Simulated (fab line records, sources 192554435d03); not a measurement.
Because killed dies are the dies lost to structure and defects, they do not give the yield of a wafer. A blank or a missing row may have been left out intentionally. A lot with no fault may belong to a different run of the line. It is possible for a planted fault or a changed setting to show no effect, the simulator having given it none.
Lot-split experiment :: flow n5Finfet :: route with 1938 steps; 7 lots, 39 wafers read

## THE SPLIT ITSELF
At N5_PASSIVATION_ETCH_54 (etches SiO2 in CHF3/O2, target depth 880 nm, time 440 s), the setting targetDepthA was moved away from the recipe's 8800 angstrom on 12 of the 39 wafers read, by -53.9% to +59.3%. All remaining wafers had this setting at the recipe value.

The reading comes from the split's own step.

## THE READING
etch.depthNm (the simulator's own value, which no gauge read), in nm, at N5_PASSIVATION_ETCH_54 (etches SiO2 in CHF3/O2, target depth 880 nm, time 440 s). The file does not state a usual value for it. Here, 27 wafers ran the recipe; their average is 881.4 nm with a standard deviation of 14 nm.

wafer: L084.1
tool, chamber at the split: rieDiel-02, 1
targetDepthA as run, angstrom: 8800
against the recipe: recipe
etch.depthNm, nm: 905.9
against lot-mates on the recipe: -

wafer: L084.2
tool, chamber at the split: rieDiel-02, 0
targetDepthA as run, angstrom: 4061
against the recipe: -53.9%
etch.depthNm, nm: 416.2
against lot-mates on the recipe: -468.2

wafer: L084.3
tool, chamber at the split: rieDiel-02, 2
targetDepthA as run, angstrom: 4061
against the recipe: -53.9%
etch.depthNm, nm: 407.8
against lot-mates on the recipe: -476.6

wafer: L084.4
tool, chamber at the split: rieDiel-02, 3
targetDepthA as run, angstrom: 8800
against the recipe: recipe
etch.depthNm, nm: 873.2
against lot-mates on the recipe: -

wafer: L084.5
tool, chamber at the split: rieDiel-02, 0
targetDepthA as run, angstrom: 4061
against the recipe: -53.9%
etch.depthNm, nm: 414
against lot-mates on the recipe: -470.4

wafer: L084.6
tool, chamber at the split: rieDiel-02, 3
targetDepthA as run, angstrom: 8800
against the recipe: recipe
etch.depthNm, nm: 874
against lot-mates on the recipe: -

wafer: L083.1
tool, chamber at the split: rieDiel-06, 0
targetDepthA as run, angstrom: 8800
against the recipe: recipe
etch.depthNm, nm: 884.6
against lot-mates on the recipe: -

wafer: L083.2
tool, chamber at the split: rieDiel-06, 2
targetDepthA as run, angstrom: 8800
against the recipe: recipe
etch.depthNm, nm: 872.1
against lot-mates on the recipe: -

wafer: L083.3
tool, chamber at the split: rieDiel-06, 3
targetDepthA as run, angstrom: 5049
against the recipe: -42.6%
etch.depthNm, nm: 498.1
against lot-mates on the recipe: -379.1

wafer: L083.4
tool, chamber at the split: rieDiel-06, 1
targetDepthA as run, angstrom: 5049
against the recipe: -42.6%
etch.depthNm, nm: 497.3
against lot-mates on the recipe: -379.9

wafer: L083.5
tool, chamber at the split: rieDiel-06, 3
targetDepthA as run, angstrom: 5049
against the recipe: -42.6%
etch.depthNm, nm: 502.9
against lot-mates on the recipe: -374.3

wafer: L083.6
tool, chamber at the split: rieDiel-06, 0
targetDepthA as run, angstrom: 8800
against the recipe: recipe
etch.depthNm, nm: 875
against lot-mates on the recipe: -

wafer: L086.1
tool, chamber at the split: rieDiel-01, 0
targetDepthA as run, angstrom: 8800
against the recipe: recipe
etch.depthNm, nm: 855.1
against lot-mates on the recipe: -

wafer: L086.2
tool, chamber at the split: rieDiel-01, 3
targetDepthA as run, angstrom: 8800
against the recipe: recipe
etch.depthNm, nm: 883.5
against lot-mates on the recipe: -

wafer: L086.3
tool, chamber at the split: rieDiel-01, 2
targetDepthA as run, angstrom: 8800
against the recipe: recipe
etch.depthNm, nm: 899.3
against lot-mates on the recipe: -

wafer: L086.4
tool, chamber at the split: rieDiel-01, 1
targetDepthA as run, angstrom: 8800
against the recipe: recipe
etch.depthNm, nm: 876.8
against lot-mates on the recipe: -

wafer: L086.5
tool, chamber at the split: rieDiel-01, 1
targetDepthA as run, angstrom: 8800
against the recipe: recipe
etch.depthNm, nm: 867.2
against lot-mates on the recipe: -

wafer: L086.6
tool, chamber at the split: rieDiel-01, 0
targetDepthA as run, angstrom: 8800
against the recipe: recipe
etch.depthNm, nm: 858.8
against lot-mates on the recipe: -

wafer: L085.1
tool, chamber at the split: rieDiel-01, 3
targetDepthA as run, angstrom: 11350
against the recipe: +29.0%
etch.depthNm, nm: 1119
against lot-mates on the recipe: +242.5

wafer: L085.2
tool, chamber at the split: rieDiel-01, 2
targetDepthA as run, angstrom: 11350
against the recipe: +29.0%
etch.depthNm, nm: 1137
against lot-mates on the recipe: +260.5

wafer: L085.3
tool, chamber at the split: rieDiel-01, 0
targetDepthA as run, angstrom: 11350
against the recipe: +29.0%
etch.depthNm, nm: 1090
against lot-mates on the recipe: +213.5

wafer: L085.4
tool, chamber at the split: rieDiel-01, 1
targetDepthA as run, angstrom: 8800
against the recipe: recipe
etch.depthNm, nm: 864.9
against lot-mates on the recipe: -

wafer: L085.5
tool, chamber at the split: rieDiel-01, 2
targetDepthA as run, angstrom: 8800
against the recipe: recipe
etch.depthNm, nm: 889
against lot-mates on the recipe: -

wafer: L085.6
tool, chamber at the split: rieDiel-01, 3
targetDepthA as run, angstrom: 8800
against the recipe: recipe
etch.depthNm, nm: 875.5
against lot-mates on the recipe: -

wafer: L092.3
tool, chamber at the split: rieDiel-02, 2
targetDepthA as run, angstrom: 8800
against the recipe: recipe
etch.depthNm, nm: 878
against lot-mates on the recipe: -

wafer: L092.4
tool, chamber at the split: rieDiel-02, 3
targetDepthA as run, angstrom: 8800
against the recipe: recipe
etch.depthNm, nm: 877.9
against lot-mates on the recipe: -

wafer: L092.5
tool, chamber at the split: rieDiel-02, 1
targetDepthA as run, angstrom: 8800
against the recipe: recipe
etch.depthNm, nm: 901.8
against lot-mates on the recipe: -

wafer: L094.1
tool, chamber at the split: rieDiel-06, 1
targetDepthA as run, angstrom: 14020
against the recipe: +59.3%
etch.depthNm, nm: 1391
against lot-mates on the recipe: +516.9

wafer: L094.2
tool, chamber at the split: rieDiel-06, 0
targetDepthA as run, angstrom: 14020
against the recipe: +59.3%
etch.depthNm, nm: 1401
against lot-mates on the recipe: +526.9

wafer: L094.3
tool, chamber at the split: rieDiel-06, 3
targetDepthA as run, angstrom: 8800
against the recipe: recipe
etch.depthNm, nm: 867.7
against lot-mates on the recipe: -

wafer: L094.4
tool, chamber at the split: rieDiel-06, 1
targetDepthA as run, angstrom: 14020
against the recipe: +59.3%
etch.depthNm, nm: 1389
against lot-mates on the recipe: +514.9

wafer: L094.5
tool, chamber at the split: rieDiel-06, 0
targetDepthA as run, angstrom: 8800
against the recipe: recipe
etch.depthNm, nm: 880.5
against lot-mates on the recipe: -

wafer: L094.6
tool, chamber at the split: rieDiel-06, 3
targetDepthA as run, angstrom: 8800
against the recipe: recipe
etch.depthNm, nm: 874.2
against lot-mates on the recipe: -

wafer: L091.1
tool, chamber at the split: rieDiel-02, 1
targetDepthA as run, angstrom: 8800
against the recipe: recipe
etch.depthNm, nm: 904.3
against lot-mates on the recipe: -

wafer: L091.2
tool, chamber at the split: rieDiel-02, 2
targetDepthA as run, angstrom: 8800
against the recipe: recipe
etch.depthNm, nm: 879.6
against lot-mates on the recipe: -

wafer: L091.3
tool, chamber at the split: rieDiel-02, 3
targetDepthA as run, angstrom: 8800
against the recipe: recipe
etch.depthNm, nm: 882.5
against lot-mates on the recipe: -

wafer: L091.4
tool, chamber at the split: rieDiel-02, 0
targetDepthA as run, angstrom: 8800
against the recipe: recipe
etch.depthNm, nm: 896
against lot-mates on the recipe: -

wafer: L091.5
tool, chamber at the split: rieDiel-02, 1
targetDepthA as run, angstrom: 8800
against the recipe: recipe
etch.depthNm, nm: 911
against lot-mates on the recipe: -

wafer: L091.6
tool, chamber at the split: rieDiel-02, 0
targetDepthA as run, angstrom: 8800
against the recipe: recipe
etch.depthNm, nm: 888.7
against lot-mates on the recipe: -

THE FIT
A straight line over all 39 wafers: etch.depthNm changes by +8.67 nm for each +1% of targetDepthA; r = +1.00; the points scatter about the line by 14 nm.
The same after taking each lot's own level away (the mean of its wafers on the recipe; 39 wafers): +8.73 nm for each +1%; r = +1.00; scatter 12 nm.
Per that fit: largest targetDepthA move, reading shift of 5.2e+02 nm.
The span of the lots' own levels, 873.45 to 893.68 nm, comes to 1.4 times the standard deviation stated above.
The two slopes are in agreement: the lot-to-lot level therefore moves the slope only a little.
Check: +516 nm against its lot-mates is what the line predicts for one of the wafers moved furthest among these (+59.3%) when that wafer is left out of the fit. It came out at +517 nm against them.

## FURTHER SPLITS ON THESE WAFERS
These wafers also went through other splits before the reading. Each is held against what the fit with the lots' levels taken away leaves over:
other split on the same wafers: N5_BEOL_M15_SPUTTER_43 targetThkA
wafers away from the commonest value: 12
r with etch.depthNm (lot level and that fit taken away): +0.00

## THE WHOLE CHAIN: every reading that the file lists as answering this split, in the file's order
step: N5_PASSIVATION_ETCH_54
what it does: etches SiO2 in CHF3/O2, target depth 880 nm, time 440 s
reading: PASSIVATION.featureDepthNm (the simulator's own value, which no gauge read)
change (the file's fit): +8.73 nm for each +1% of the setting
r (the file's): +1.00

step: N5_PASSIVATION_ETCH_54
what it does: etches SiO2 in CHF3/O2, target depth 880 nm, time 440 s
reading: etch.depthNm (the simulator's own value, which no gauge read)
change (the file's fit): +8.73 nm for each +1% of the setting
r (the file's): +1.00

## THE FILE'S OWN FIT
etch.depthNm changes by +8.73 nm for each +1% of targetDepthA, r = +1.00.
